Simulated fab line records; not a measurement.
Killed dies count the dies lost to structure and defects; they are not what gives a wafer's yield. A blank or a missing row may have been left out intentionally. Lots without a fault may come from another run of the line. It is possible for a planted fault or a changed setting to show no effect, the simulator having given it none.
A lot that was struck, set against a sound lot / flow n5-finfet / 17 out of 1938 route steps
Sound: these wafers, L540.1, L540.3, L540.5. Struck: wafer L536.3. (L536.2 of the same lot was not struck and is left out.) The cause comes at the end.
For every step that has rows: the tool of each side, followed by ch and its chambers, followed by its first start. Under that, the readings that differ: sound wafers / struck wafers / difference of the means / sigmas: that difference in standard deviations of wafers without a fault.
alike: same words and numbers on both sides, and readings whose means sit less than 2 such deviations apart. not compared: any withheld reading, any reading some wafer has no value for, any bound like >300 that may hide the same value, and any number with overlapping values for which the record gives no deviation.
Wherever a step has rows on one side only, a row that says differs or no value, or a row with sigmas, the two part there. Numbers that have no deviation but don't overlap get no sigmas and don't part them. A reading missing from all wafers of one side parts the sides only when that side holds two or more wafers.

N5_SD_EPI_N_INSPECT_26: inspects for defects (darkfield).
  sound on defect-inspect-01 at day 8 20:38; struck on defect-inspect-02 at day 7 18:11
  alike: raw-defect-count
then, 8 steps without rows for these wafers: N5_SD_EPI_P_COAT_34 (time 60 s, resist thk 350 nm); N5_SD_EPI_P_COAT_35 (time 60 s, resist thk 35 nm); N5_SD_EPI_P_COAT_03 (resist thk 150 nm); N5_SD_EPI_P_EBR_05; N5_SD_EPI_P_SOFTBAKE_04 (time 60 s); N5_SD_EPI_P_EXPOSE_06 (exposes mask SD P BLK, target cd 240 nm); N5_SD_EPI_P_PEB_07 (peb time 60 s); N5_SD_EPI_P_DEVELOP_08 (develop time 30 s).
N5_SD_EPI_P_CD_MEAS_09: the cd target is 240 nm.
  sound on cd-sem-01 ch 0, day 8 21:02; struck on cd-sem-01 ch 0, day 7 18:35
  alike: cd-nm
N5_SD_EPI_P_OVL_MEAS_10:
  sound on overlay-02 ch 0, day 8 21:04; struck on overlay-02 ch 0, day 7 18:37
  alike: SD_P_BLK_OVL
N5_SD_EPI_P_INSPECT_11: inspects for defects (macro).
  sound on defect-inspect-02 at day 8 21:06; struck on defect-inspect-01 at day 7 18:38
  alike: raw-defect-count
N5_SD_EPI_P_DESCUM_14: chemistry O2, time 7.9 s.
  sound on rie-diel-01 ch 1,3, day 8 21:28; struck on rie-diel-03 ch 2, day 7 18:40
reading=model.CAR-ArF-block_of_SD_EPI_P_COAT_03.thk-nm (nm); sound=143.4 143.2 143.4; struck=142; difference=-1; sigmas=
  alike: chamber-pressure-mTorr, drypump-motor-current-A, o2-flow-sccm, oes-product-au, rf-vpp-V, showerhead-plenum-p-Torr, throttle-valve-pct
  not compared: rf-hours-counter-h
N5_SD_EPI_P_ETCH_36: etches SiARC in CF4, target depth 45.5 nm, time 75.8 s.
  sound on rie-diel-01 ch 1,3, day 8 21:29; struck on rie-diel-03 ch 2, day 7 18:43
reading=model.CAR-ArF-block_of_SD_EPI_P_COAT_03.thk-nm (nm); sound=110.8 110.8 110.8; struck=109.6; difference=-1.2; sigmas=
  alike: chamber-pressure-mTorr, drypump-motor-current-A, etch-rf-on-time-s, oes-product-au, rf-vpp-V, showerhead-plenum-p-Torr, throttle-valve-pct
  not compared: rf-hours-counter-h
N5_SD_EPI_P_ETCH_37: etches SOC in N2/H2, overetch 108 nm, time 486 s.
  sound on rie-diel-01 ch 1,3, day 8 21:33; struck on rie-diel-03 ch 2, day 7 18:46
  alike: chamber-pressure-mTorr, drypump-motor-current-A, oes-product-au, rf-vpp-V, showerhead-plenum-p-Torr, throttle-valve-pct
  not compared: rf-hours-counter-h
-- the record jumps here: 7 days lie between the struck wafers' starts before and after (it left off in module SD_EPI_P and takes up again in module BEOL_M4, whose first step shown is number 1111 of the route) --
N5_BEOL_M4_RC_MEAS_101:
  sound on prober-02 ch 0, day 14 01:37; struck on prober-02 ch 0, day 14 06:52
  alike: DIBL_N, DIBL_P, IOFF_N, IOFF_P, ION_N, ION_P, SS_N, SS_P, VT_N, VT_P
-- record jumps: 4 days separate the struck wafers' starts on either side; left off in module BEOL_M4, taken up again in module PASSIVATION, whose first shown step is the route's number 1936 --
N5_PASSIVATION_PROBE_49:
  rows exist in the record for the struck wafers here (prober-02, day 18 17:40), but not for the sound ones

WHERE THEY PART
At N5_PASSIVATION_PROBE_49 and nowhere else, as far as this record goes.

WHY: what the simulator had put in
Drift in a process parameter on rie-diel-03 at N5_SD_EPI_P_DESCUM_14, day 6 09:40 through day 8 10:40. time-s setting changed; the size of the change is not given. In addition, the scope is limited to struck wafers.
